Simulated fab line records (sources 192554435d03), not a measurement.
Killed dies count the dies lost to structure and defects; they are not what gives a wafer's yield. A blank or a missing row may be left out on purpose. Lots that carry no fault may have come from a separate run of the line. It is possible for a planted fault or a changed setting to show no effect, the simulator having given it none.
One fault through the eyes of 2 desks -- flow n5-finfet -- each desk has only its own numbers; what lay behind them comes last

## TOOL OWNER'S DESK, litho-track-05
The tool's own readings at N5_FIN_SAQP_COAT_49 (time 60 s, resist thk 100 nm): means of the sampled wafers that have a number, for each lot that ran on this tool. Any lot whose mean is over 4 standard deviations away from the usual mean is out of limits and marked OUT; that distance is given in the brackets.
Columns: A = spin-speed-rpm at N5_FIN_SAQP_COAT_49, usual 1499.9 rpm
lot,first seen here,A
L234,day 1 21:58,1499.9
L246,day 4 22:46,1435.7 (-58) OUT
L250,day 5 22:55,1436.6 (-58) OUT
This desk's finding: out of limits on L246, L250; first on L246, day 4 22:46 (spin-speed-rpm at N5_FIN_SAQP_COAT_49). In limits: L234.

## METROLOGY DESK
Means of the sampled wafers that have a number, per lot and without regard to the tool the lot ran on: this is what the gauges read. Any lot whose mean is over 4 standard deviations away from the usual mean is out of limits and marked OUT; that distance is given in the brackets. Of its 10 readings 7 are shown: those that lie furthest out on some lot.
Columns: A = DIBL_P at N5_BEOL_M4_RC_MEAS_101, usual 36.6 mV/V; B = IOFF_P at N5_BEOL_M4_RC_MEAS_101, usual 0.211 nA/um; C = ION_N at N5_BEOL_M4_RC_MEAS_101, usual 671 uA/um; D = ION_P at N5_BEOL_M4_RC_MEAS_101, usual 462 uA/um; E = SS_P at N5_BEOL_M4_RC_MEAS_101, usual 73.4 mV/dec; F = VT_N at N5_BEOL_M4_RC_MEAS_101, usual 250.1 mV; G = VT_P at N5_BEOL_M4_RC_MEAS_101, usual -250.1 mV
lot,first seen here,A,B,C,D,E,F,G
L234,day 8 00:20,35.3,0.197,678,461,73.0,250.6,-249.9
L246,day 10 20:40,35.3,0.239,677,471,73.6,247.9,-245.0
L250,day 12 09:55,36.3,0.218,662,458,73.3,252.2,-249.0
L254,day 12 19:57,37.3,0.206,678,465,73.9,249.5,-249.8
Finding of this desk: none of the 4 lots has anything out of limits.

## TAKEN TOGETHER
The tool owner's desk could have raised an alarm at day 4 22:46, on L246, L250.
At the metrology desk, nothing out of limits was observed.
The metrology desk has L246, L250 on record, within its limits.
Every lot named ran N5_FIN_SAQP_COAT_49 on litho-track-05.

## WHAT THE SIMULATOR HAD PUT IN
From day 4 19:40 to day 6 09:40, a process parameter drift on litho-track-05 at N5_FIN_SAQP_COAT_49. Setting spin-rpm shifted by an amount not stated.
Lots struck among those shown: L246, L250.
Hours from the fault's start to each desk's first reading out of limits: the tool owner's desk, 3.
